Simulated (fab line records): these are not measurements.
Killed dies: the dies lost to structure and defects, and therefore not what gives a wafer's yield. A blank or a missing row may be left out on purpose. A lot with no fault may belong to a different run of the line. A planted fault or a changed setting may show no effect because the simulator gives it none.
A struck lot beside a sound one -- flow nand-harc -- 14 steps out of a route of 1159
Sound: wafers L198.3, L198.4, L198.5. Wafers struck: L203.3, L203.4, L203.6. The cause is given at the end.
Per side, at each step with rows, come the tool, then ch with its chambers, and then its first start. Under that, the readings that differ: sound wafers -- struck wafers -- difference of the means -- sigmas: that difference in standard deviations of wafers without a fault.
alike: same words and numbers on both sides, and readings whose means sit less than 2 such deviations apart. not compared: any withheld reading, any reading some wafer has no value for, any bound like >300 that may hide the same value, and any number with overlapping values for which the record gives no deviation.
Wherever a step has rows on one side only, a row that says differs or no value, or a row with sigmas, the two part there. Non-overlapping numbers with no deviation appear without sigmas and do not part them. Lack of a reading on every wafer of one side parts them only where that side has two or more wafers.

NHARC_P_M2_PRE_CLEAN_32: time 12 s.
  sound on pecvd-01 ch 0,1,2, day 7 04:51; struck on pecvd-03 ch 0,1,2, day 8 13:09
  alike: heater-power-outer-w, heater-power-w
NHARC_P_M2_DEP_33: deposits SiCN, target thk 30 nm.
  sound on pecvd-01 ch 0,1,2, day 7 04:59; struck on pecvd-03 ch 0,1,2, day 8 13:14
  alike: heater-power-outer-w, heater-power-w
NHARC_P_BONDPAD_DEP_00: deposits SiCN, target thk 250 nm.
  sound on pecvd-01 ch 1,2; struck on pecvd-01 ch 0,1,2, day 8 13:44
  alike: heater-power-outer-w, heater-power-w
NHARC_P_BONDPAD_CMP_32: polishes SiCN, target thk 200 nm.
  sound on cmp-01 ch 0,2,3, day 7 05:54; struck on cmp-02 ch 2,3, day 8 14:02
  alike: edge-zone-pressure-frac, motor-current-A
NHARC_P_BONDPAD_THK_MEAS_33: measures by ellipsometry.
  sound on film-metro-02, day 7 06:06; struck on film-metro-02, day 8 14:18
  alike: thk-nm
then, 7 steps without rows for these wafers: NHARC_P_BONDPAD_SRD_34; NHARC_P_BONDPAD_DEHYDRATE_01 (time 120 s); NHARC_P_BONDPAD_HMDS_02 (time 30 s); NHARC_P_BONDPAD_COAT_36 (time 65 s); NHARC_P_BONDPAD_COAT_03 (resist thk 600 nm); NHARC_P_BONDPAD_SOFTBAKE_04 (time 70 s); NHARC_P_BONDPAD_EBR_05.
NHARC_P_BONDPAD_EXPOSE_06: exposes mask P BPAD.
  sound on krf-scanner-04 ch 0, day 7 06:31; struck on krf-scanner-04, day 8 14:44
  no value came back on the struck wafers for exposure-dose-mJ-cm2, focus-offset-nm (nm); on the sound wafers exposure-dose-mJ-cm2 reads 37.1 37.1 37.1
  alike: mask
then, 1 step without rows for these wafers: NHARC_P_BONDPAD_PEB_07 (peb time 80 s).

== WHERE THEY PART ==
Only at NHARC_P_BONDPAD_EXPOSE_06, as far as this record shows.

WHY: whatever the simulator had introduced
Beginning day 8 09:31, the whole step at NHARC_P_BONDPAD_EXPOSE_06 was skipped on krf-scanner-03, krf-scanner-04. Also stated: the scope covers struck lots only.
